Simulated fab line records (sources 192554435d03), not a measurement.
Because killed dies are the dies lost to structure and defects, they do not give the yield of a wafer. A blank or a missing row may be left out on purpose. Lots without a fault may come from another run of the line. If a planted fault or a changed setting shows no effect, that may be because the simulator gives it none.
What tool caused it?    flow n5 finfet    24 lots with 72 wafers sampled at 4 steps, on a route of 1938 steps

## WHAT EACH GAUGE READ, for each wafer
N5_BEOL_M2_THK_MEAS_01. Usual: M2_ILD_THK 78.9 nm, standard deviation 0.96.
lot   measured      on             M2_ILD_THK (nm)  flag
L074  day 6 14:13   film metro-01  78.2 79.0 80.1   
L075  day 6 18:14   film metro-02  78.6 79.2 80.0   
L076  day 7 06:32   film metro-02  79.5 80.2 79.0   
L077  day 7 16:20   film metro-01  78.5 79.9 79.3   
L078  day 7 18:11   film metro-01  78.2 79.0 79.1   
L079  day 7 21:10   film metro-01  79.0 79.0 79.8   
L080  day 8 03:28   film metro-02  77.9 78.3 79.5   
L081  day 8 05:34   film metro-01  78.8 79.7 80.0   
L083  day 8 17:55   film metro-02  78.2 79.7 79.0   
L082  day 8 16:59   film metro-02  79.1 79.6 79.7   
L084  day 10 03:50  film metro-01  79.0 80.6 80.2   
L085  day 10 07:19  film metro-02  78.3 79.3 79.5   
L086  day 10 17:34  film metro-02  77.7 79.3 78.8   
L087  day 11 00:24  film metro-01  77.9 77.8 79.7   
L088  day 11 04:13  film metro-02  77.8 79.2 79.7   
L089  day 11 05:54  film metro-01  77.9 77.5 78.8   
L090  day 11 09:24  film metro-01  79.3 80.5 79.8   
L092  day 11 15:14  film metro-01  76.7 79.0 78.7   
L091  day 11 20:52  film metro-01  78.9 79.6 79.1   
L093  day 12 01:47  film metro-01  78.3 78.7 79.8   
L094  day 12 04:15  film metro-02  78.6 78.0 78.5   
L095  day 12 09:37  film metro-02  79.2 77.1 78.5   
L096  day 12 06:08  film metro-02  78.9 78.5 79.5   
L097  day 12 12:48  film metro-01  79.1 79.3 81.0   

## TOOL THAT RAN EACH LOT (tool first, then ch and the chambers of the sampled wafers, then the start)
lot   N5_BEOL_M1_DESCUM_16                N5_BEOL_M1_VIA_ETCH_34              N5_BEOL_M1_ANNEAL_80
L074  rie diel-05 ch 0,3, day 6 05:43     rie diel-02 ch 0,1,2, day 6 09:41   pvd sputter-02, day 6 11:31
L075  rie diel-03 ch 1,2,3, day 6 10:23   rie diel-02 ch 0,1,3, day 6 13:04   pvd sputter-03, day 6 14:41
L076  rie diel-02 ch 0,2,3, day 6 16:53   rie diel-05 ch 0,2, day 7 01:48     pvd sputter-03, day 7 03:52
L077  rie diel-02 ch 0,2,3, day 6 20:31   rie diel-03 ch 2,3, day 7 11:46     pvd sputter-02, day 7 13:40
L078  rie diel-03 ch 1,2,3, day 6 23:51   rie diel-02 ch 0,2,3, day 7 11:48   pvd sputter-03, day 7 15:21
L079  rie diel-02 ch 0,2,3, day 7 12:53   rie diel-03 ch 0,2,3, day 7 16:25   pvd sputter-03, day 7 18:29
L080  rie diel-02 ch 0,2,3, day 7 16:36   rie diel-03 ch 0,2,3, day 7 22:43   pvd sputter-02, day 8 00:46
L081  rie diel-02 ch 0,2, day 7 18:20     rie diel-05 ch 0,1,3, day 7 23:11   pvd sputter-03, day 8 02:55
L083  rie diel-03 ch 0,2,3, day 8 09:53   rie diel-05 ch 0,1, day 8 12:33     pvd sputter-02, day 8 15:14
L082  rie diel-02 ch 0,2,3, day 8 10:03   rie diel-02 ch 0,2,3, day 8 12:31   pvd sputter-03, day 8 14:14
L084  rie diel-02 ch 0,2,3, day 8 23:58   rie diel-05 ch 0,3, day 9 23:46     pvd sputter-02, day 10 01:10
L085  rie diel-02 ch 0,2,3, day 9 02:20   rie diel-02 ch 0,1,3, day 10 03:02  pvd sputter-02, day 10 04:39
L086  rie diel-05 ch 1,3, day 9 06:13     rie diel-03 ch 0,3, day 10 13:33    pvd sputter-02, day 10 14:55
L087  rie diel-05 ch 2,3, day 9 13:55     rie diel-05 ch 0,1,3, day 10 19:54  pvd sputter-02, day 10 21:37
L088  rie diel-05 ch 0,1,3, day 10 01:35  rie diel-03 ch 1,3, day 10 23:43    pvd sputter-01, day 11 01:33
L089  rie diel-02 ch 1,3, day 10 03:25    rie diel-05 ch 0,1,3, day 10 23:43  pvd sputter-03, day 11 03:16
L090  rie diel-05 ch 0,1,3, day 10 07:53  rie diel-02 ch 1,2,3, day 11 04:50  pvd sputter-03, day 11 06:45
L092  rie diel-02 ch 2,3, day 10 10:56    rie diel-02 ch 1,2, day 11 08:39    pvd sputter-02, day 11 11:40
L091  rie diel-05 ch 0,1,3, day 10 19:31  rie diel-03 ch 0,1,3, day 11 16:14  pvd sputter-01, day 11 18:14
L093  rie diel-02 ch 2,3, day 10 22:02    rie diel-05 ch 1,2, day 11 21:31    pvd sputter-02, day 11 22:53
L094  rie diel-02 ch 1,2, day 11 00:43    rie diel-03 ch 0,2,3, day 12 00:10  pvd sputter-02, day 12 01:35
L095  rie diel-05 ch 0,2,3, day 11 04:05  rie diel-02 ch 0,2,3, day 11 16:43  pvd sputter-01, day 11 20:11
L096  rie diel-02 ch 1,2,3, day 11 14:28  rie diel-05 ch 1,2,3, day 12 00:22  pvd sputter-02, day 12 03:28
L097  rie diel-02 ch 0,1,3, day 12 04:05  rie diel-02 ch 0,1,2, day 12 08:22  pvd sputter-02, day 12 10:10
- N5_BEOL_M1_DESCUM_16: chemistry O2, time 7 s.
- N5_BEOL_M1_VIA_ETCH_34: etches the open film in C4F6/O2, target depth 67.8 nm, time 64.4 s.
- N5_BEOL_M1_ANNEAL_80: time 240 s.

## WHAT THE TOOLS THEMSELVES READ (means of the sampled wafers that have a number; where no wafer has one, the mark that the record gives instead)
N5_BEOL_M1_DESCUM_16. Usual: drypump motor current A 5.6 A, standard deviation 0.46; oes product au 0.76 a.u., standard deviation 0.083; rf vpp V 243.4 V, standard deviation 1.5; showerhead plenum p Torr 2.10 Torr, standard deviation 0.081; throttle valve pct 20.34 %, standard deviation 0.16.
lot   tool         drypump motor current A (A)  oes product au (a.u.)  rf vpp V (V)  showerhead plenum p Torr (Torr)  throttle valve pct (%)  flag
L074  rie diel-05  5.4                          0.72                   244.2         2.11                             20.61                   
L075  rie diel-03  5.7                          0.75                   243.9         2.11                             20.17                   
L076  rie diel-02  5.5                          0.73                   242.6         2.12                             20.28                   
L077  rie diel-02  5.5                          0.73                   242.8         2.11                             20.29                   
L078  rie diel-03  5.7                          0.74                   243.2         2.10                             20.18                   
L079  rie diel-02  5.5                          0.73                   244.0         2.11                             20.30                   
L080  rie diel-02  5.5                          0.72                   244.0         2.11                             20.30                   
L081  rie diel-02  5.4                          0.73                   244.1         2.17                             20.26                   
L083  rie diel-03  5.3                          0.75                   244.4         2.13                             20.23                   
L082  rie diel-02  5.5                          0.72                   243.4         2.11                             20.30                   
L084  rie diel-02  5.5                          0.72                   243.3         2.11                             20.31                   
L085  rie diel-02  5.5                          0.72                   243.5         2.11                             20.31                   
L086  rie diel-05  5.2                          0.80                   244.7         2.19                             20.18                   
L087  rie diel-05  5.2                          0.68                   243.7         2.10                             20.47                   
L088  rie diel-05  5.3                          0.85                   244.3         2.14                             20.31                   
L089  rie diel-02  6.1                          0.74                   241.9         2.00                             20.47                   
L090  rie diel-05  5.3                          0.84                   243.3         2.14                             20.31                   
L092  rie diel-02  5.9                          0.73                   243.1         2.05                             20.38                   
L091  rie diel-05  5.3                          0.83                   243.6         2.14                             20.31                   
L093  rie diel-02  5.9                          0.72                   242.3         2.05                             20.39                   
L094  rie diel-02  5.9                          0.74                   244.1         2.12                             20.42                   
L095  rie diel-05  5.4                          0.88                   243.9         2.16                             20.39                   
L096  rie diel-02  6.0                          0.73                   242.6         2.05                             20.46                   
L097  rie diel-02  5.8                          0.81                   242.5         2.05                             20.28                   

N5_BEOL_M1_VIA_ETCH_34. Usual: drypump motor current A 5.5 A, standard deviation 0.46; oes product au 0.78 a.u., standard deviation 0.1; rf vpp V 675 V, standard deviation 8.7; showerhead plenum p Torr 2.86 Torr, standard deviation 0.094; throttle valve pct 30.57 %, standard deviation 0.25.
lot   tool         drypump motor current A (A)  oes product au (a.u.)  rf vpp V (V)  showerhead plenum p Torr (Torr)  throttle valve pct (%)  flag
L074  rie diel-02  5.7                          0.74                   673           2.87                             30.52                   
L075  rie diel-02  5.8                          0.74                   670           2.81                             30.72                   
L076  rie diel-05  5.6                          0.69                   666           2.76                             30.63                   
L077  rie diel-03  5.5                          0.73                   680           2.90                             30.50                   
L078  rie diel-02  5.5                          0.72                   670           2.86                             30.45                   
L079  rie diel-03  5.3                          0.76                   681           2.91                             30.59                   
L080  rie diel-03  5.3                          0.76                   682           2.91                             30.60                   
L081  rie diel-05  5.3                          0.76                   675           2.92                             30.61                   
L083  rie diel-05  5.5                          0.82                   674           2.94                             30.58                   
L082  rie diel-02  5.5                          0.72                   672           2.85                             30.46                   
L084  rie diel-05  5.2                          0.79                   676           2.87                             30.62                   
L085  rie diel-02  5.8                          0.72                   671           2.80                             30.73                   
L086  rie diel-03  5.1                          0.75                   684           2.91                             30.71                   
L087  rie diel-05  5.3                          0.83                   675           2.90                             30.58                   
L088  rie diel-03  6.0                          0.88                   671           2.83                             30.51                   
L089  rie diel-05  5.3                          0.83                   674           2.90                             30.59                   
L090  rie diel-02  6.0                          0.73                   670           2.79                             30.65                   
L092  rie diel-02  6.1                          0.74                   671           2.79                             30.72                   
L091  rie diel-03  5.5                          0.81                   678           2.87                             30.60                   
L093  rie diel-05  5.5                          0.88                   680           3.02                             30.61                   
L094  rie diel-03  5.3                          0.83                   681           2.90                             30.57                   
L095  rie diel-02  5.6                          0.80                   670           2.84                             30.31                   
L096  rie diel-05  5.3                          0.83                   682           2.98                             30.64                   
L097  rie diel-02  5.7                          0.81                   673           2.85                             30.38                   

N5_BEOL_M1_ANNEAL_80. Usual: 854 W for heater power w, sd 80.
lot   tool            heater power w (W)  flag
L074  pvd sputter-02  851                 
L075  pvd sputter-03  866                 
L076  pvd sputter-03  874                 
L077  pvd sputter-02  855                 
L078  pvd sputter-03  844                 
L079  pvd sputter-03  847                 
L080  pvd sputter-02  868                 
L081  pvd sputter-03  832                 
L083  pvd sputter-02  841                 
L082  pvd sputter-03  760                 
L084  pvd sputter-02  842                 
L085  pvd sputter-02  844                 
L086  pvd sputter-02  845                 
L087  pvd sputter-02  803                 
L088  pvd sputter-01  823                 
L089  pvd sputter-03  774                 
L090  pvd sputter-03  880                 
L092  pvd sputter-02  928                 
L091  pvd sputter-01  762                 
L093  pvd sputter-02  833                 
L094  pvd sputter-02  887                 
L095  pvd sputter-01  854                 
L096  pvd sputter-02  874                 
L097  pvd sputter-02  866                 

## THE ANSWER, worked out from the rows above alone
Rule: a lot counts as off when the mean over its wafers that have a number is more than 3 standard deviations away from the usual mean. A lot without any number at a reading at which 4 lots or more have one is off too. The other lots that the step has rows for count as sound. First the gauges in route order, then the tools' own readings, where a lot's mean is used as printed above. At the first step where some lot is off, the reading lying furthest off is the one used; lots without a number count as furthest.
None of the lots is off at any reading shown; this tells nothing.

## WHAT HAD BEEN PUT IN BY THE SIMULATOR
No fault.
